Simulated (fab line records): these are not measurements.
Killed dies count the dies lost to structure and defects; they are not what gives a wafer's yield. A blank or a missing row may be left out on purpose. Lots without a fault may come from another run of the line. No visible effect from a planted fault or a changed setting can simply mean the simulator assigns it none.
Comparing a struck lot with a sound one + flow nand_harc + 15 out of 1302 route steps
Sound: these wafers, L463.3, L463.4, L463.5. Struck: wafer L475.2 (left out: L475.3, L475.5 of the same lot, which were not struck); the cause appears at the end.
For every step that has rows: the tool of each side, followed by ch and its chambers, followed by its first start. Under that, the readings that differ: sound wafers + struck wafers + difference of the means + sigmas: that difference in standard deviations of wafers without a fault.
alike: same words and numbers on both sides, and readings whose means sit less than 2 such deviations apart. not compared: any withheld reading, any reading some wafer has no value for, any bound like >300 that may hide the same value, and any number with overlapping values for which the record gives no deviation.
Wherever a step has rows on one side only, a row that says differs or no value, or a row with sigmas, the two part there. When numbers do not overlap yet have no deviation, they are printed without sigmas and do not part them. Lack of a reading on every wafer of one side parts them only where that side has two or more wafers.

first, 6 steps without rows for these wafers: NHARC_P_CONTACT_COAT_06 (resist thk 90 nm); NHARC_P_CONTACT_SOFTBAKE_07 (time 55 s); NHARC_P_CONTACT_EBR_08; NHARC_P_CONTACT_EXPOSE_09 (exposes mask P CA, target cd 90 nm); NHARC_P_CONTACT_PEB_10 (peb time 65 s); NHARC_P_CONTACT_DEVELOP_11 (develop time 35 s).
NHARC_P_CONTACT_CD_MEAS_12: target cd 90 nm.
  sound on cd_sem-01 ch 0, day 6 01:12; struck on cd_sem-03 ch 0, day 11 06:10
  alike: cd_nm
NHARC_P_CONTACT_OVL_MEAS_13:
  sound on overlay-02 at day 6 01:17; struck on overlay-02 at day 11 06:15
  alike: overlay_x_nm, overlay_y_nm
NHARC_P_CONTACT_INSPECT_14:
  sound on defect_inspect-01 at day 6 01:19; struck on defect_inspect-02 at day 11 06:17
  alike: raw_defect_count
NHARC_P_CONTACT_DESCUM_17: chemistry O2, time 3 s.
  sound on rie_diel-03 ch 1,2, day 6 01:23; struck on rie_diel-03 ch 2, day 11 06:20
  alike: drypump_motor_current_A, oes_product_au, rf_vpp_V, showerhead_plenum_p_Torr, throttle_valve_pct
  not compared: rf_hours_counter_h
NHARC_P_CONTACT_ETCH_35: etches the open film in CF4, target depth 39 nm, time 65 s.
  sound on rie_diel-03 ch 1,2, day 6 01:29; struck on rie_diel-03 ch 2, day 11 06:26
  alike: drypump_motor_current_A, oes_product_au, rf_vpp_V, run_length_s, showerhead_plenum_p_Torr, throttle_valve_pct
  not compared: rf_hours_counter_h
NHARC_P_CONTACT_ETCH_36: etches the open film in N2/H2, target depth 260 nm, time 406.25 s.
  sound: rie_diel-03 ch 0,1; struck: rie_diel-03 ch 0
  alike: drypump_motor_current_A, oes_product_au, rf_vpp_V, run_length_s, showerhead_plenum_p_Torr, throttle_valve_pct
  not compared: rf_hours_counter_h
NHARC_P_CONTACT_ETCH_18: etches the open film in C4F8/O2/Ar, target depth 481 nm, time 240.5 s.
  sound on rie_diel-03 ch 0,1, day 6 01:53; struck on rie_diel-03 ch 3, day 11 06:49
| reading          | sound             | struck | difference | sigmas      |
|------------------|-------------------|--------|------------|-------------|
| run_length_s (s) | 261.2 261.9 261.6 | 197.2  | -64.4      | -99 or more |
  alike: oes_product_au, rf_vpp_V
  not compared: rf_hours_counter_h
then, 1 step without rows for these wafers: NHARC_P_CONTACT_STRIP_37 (strips in C4F8/O2/Ar).
-- jump in the record: it breaks off in module P_CONTACT and resumes in module END (first step shown: number 1302 of the route), and 18 days separate the struck wafers' starts before and after --
NHARC_END_SORT_01:
  at this point the record logs the struck wafers (prober-01 ch 0, day 29 18:44) and has no rows for the sound ones

WHERE THEY PART
Earliest at NHARC_P_CONTACT_ETCH_18; latest, in this record, at NHARC_END_SORT_01.

WHY: the cause the simulator had injected
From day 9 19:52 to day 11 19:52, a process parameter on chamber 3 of rie_diel-03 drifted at NHARC_P_CONTACT_ETCH_18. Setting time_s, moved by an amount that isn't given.
